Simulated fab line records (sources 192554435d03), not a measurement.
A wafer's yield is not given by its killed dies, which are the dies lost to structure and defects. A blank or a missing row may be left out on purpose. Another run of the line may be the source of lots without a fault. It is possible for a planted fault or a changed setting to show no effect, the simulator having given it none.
Chamber matching    flow n5-finfet    3 sister chambers for N5_BEOL_M6_PECVD_70 on pecvd-04
The step deposits SiO2 from TEOS/O2, target thk 20 nm, time 22.7 s. 3 wafers are shown with their chamber, then 12 later ones without.

EACH WAFER AND ITS CHAMBER
wafer   chamber  showerhead-plenum-p-Torr (Torr)
L090.4  1        8.83
L090.5  2        8.73
L090.6  0        8.70

WAFERS WHOSE CHAMBER IS MISSING
wafer   showerhead-plenum-p-Torr (Torr)
L095.4  8.81
L095.5  8.72
L095.6  8.72
L097.3  8.83
L097.4  8.68
L097.5  8.82
L091.1  8.73
L091.2  8.74
L091.3  8.85
L096.3  8.73
L096.4  8.72
L096.6  8.69

WHICH CHAMBER EACH ONE RAN IN
wafer    from the rows above       in truth
L095.4   1                         1
L095.5   can't be placed: 2 or 0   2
L095.6   can't be placed: 2 or 0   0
L097.3   1                         1
L097.4   0                         0
L097.5   1                         1
L091.1   2                         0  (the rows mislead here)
L091.2   2                         2
L091.3   1                         1
L096.3   2                         2
L096.4   can't be placed: 2 or 0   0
L096.6   0                         0
Correct placement for 8 of the 12. Unplaceable from these rows: 3, with the true chamber sitting among the candidates in 3. Placed wrongly: 1.
How it was worked out, from the rows above alone: a wafer's distance from a chamber is the root of the sum, over the readings, of the square of ((its reading less the chamber's mean) divided by the reading's scatter). If the next closest chamber is less than 2 further off than the closest, the wafer can't be placed; otherwise it belongs to the closest. For every chamber, the mean is computed from those of its wafers that are shown. The scatter: root of mean squared gap, hidden wafer to nearest shown wafer, with one shown wafer a chamber.
